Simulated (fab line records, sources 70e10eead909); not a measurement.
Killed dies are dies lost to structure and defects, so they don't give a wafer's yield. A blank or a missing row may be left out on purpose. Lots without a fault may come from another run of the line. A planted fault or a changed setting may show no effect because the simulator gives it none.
Problem report in the 8D (eight disciplines) form, filled by code | flow nand_harc | the parts of the form that need people (team, actions taken, sign-off) are left out

1. THE PROBLEM
thk_nm at NHARC_A_ONON_D1_THK_MEAS_08 reads a mean of 627 nm on 6 wafers of 2 lots; wafers without a fault read 999 nm with a standard deviation of 9.4. That is -40 standard deviations from the usual mean.
The step: measures by ellipsometry.
First seen on wafer L334.1, day 12 03:58, on film_metro-01. The record holds 39 wafers of 13 lots with a number at this step. Rule for "out", or "out of limits": more than 4 standard deviations from the usual mean. The other wafers with a number count as sound.

2. WHAT IT IS AND WHAT IT IS NOT
question                    | is                     | is not
which readings at this step | thk_nm                 | -
which lots                  | L334, L335             | L317, L318, L320, L322, L323, L324, L325, L328, L329, L333, L336
which wafers of those lots  | all that have a number | -
read on which gauges        | film_metro-01          | film_metro-02
when                        | from day 12 03:58      | up to then (30 sound wafers); but 3 sound wafers of L336 came after

3. SUSPECTS, AND WHAT RULES EACH OUT
Counting: a tool at a process step up to the reading stays a suspect if it ran every lot that is out and no sound lot after the first of them.
- the gauge at NHARC_A_ONON_D1_THK_MEAS_08: ruled out. All the wafers that are out were read on film_metro-01, but those of them that NHARC_END_SORT_01 has rows for are out there too, on other tools.
- pecvd_onon-03 at NHARC_A_ONON_D1_DEP_06 (target thk 1000 nm): kept. It ran every lot that is out, first L334 (day 12 03:27), and no sound lot after that; its last sound lot up to then is L329 (day 10 17:08).
Left after counting: pecvd_onon-03 at NHARC_A_ONON_D1_DEP_06.

4. THE CAUSE (what the simulator had put in)
Process parameter drift: pecvd_onon-03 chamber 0, from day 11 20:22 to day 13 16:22, at NHARC_A_ONON_D1_DEP_06. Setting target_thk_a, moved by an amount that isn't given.
Counting left only this tool.

5. THE CHAIN OF EFFECTS, in route order
Each row: a reading whose mean over the struck wafers that have a number lies more than 3 standard deviations from the usual. Only readings for which the record gives a usual standard deviation are gone through. hours: the time from each lot's start at the first step in this table that gives one to its start at this step, as a median over the lots. sigmas: the change in usual standard deviations.
hours | step                        | reading         | usual  | on struck wafers | change | sigmas
0     | NHARC_A_ONON_D1_THK_MEAS_08 | thk_nm          | 999 nm | 627              | -372   | -40
300   | NHARC_END_SORT_01           | killed_at_array | 27     | 672              | +645   | +73
300   | NHARC_END_SORT_01           | killed_dies     | 31     | 677              | +646   | +73

6. WHAT WOULD HAVE CAUGHT IT SOONER
In this record the first reading out of limits at a measuring or inspecting step was taken at day 12 03:58, 8 hours after the fault began at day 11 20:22.
Of the lots that are out (2), L335 began NHARC_A_ONON_D1_DEP_06 on pecvd_onon-03 after day 12 03:58. A hold on the tool at that time would have spared it.
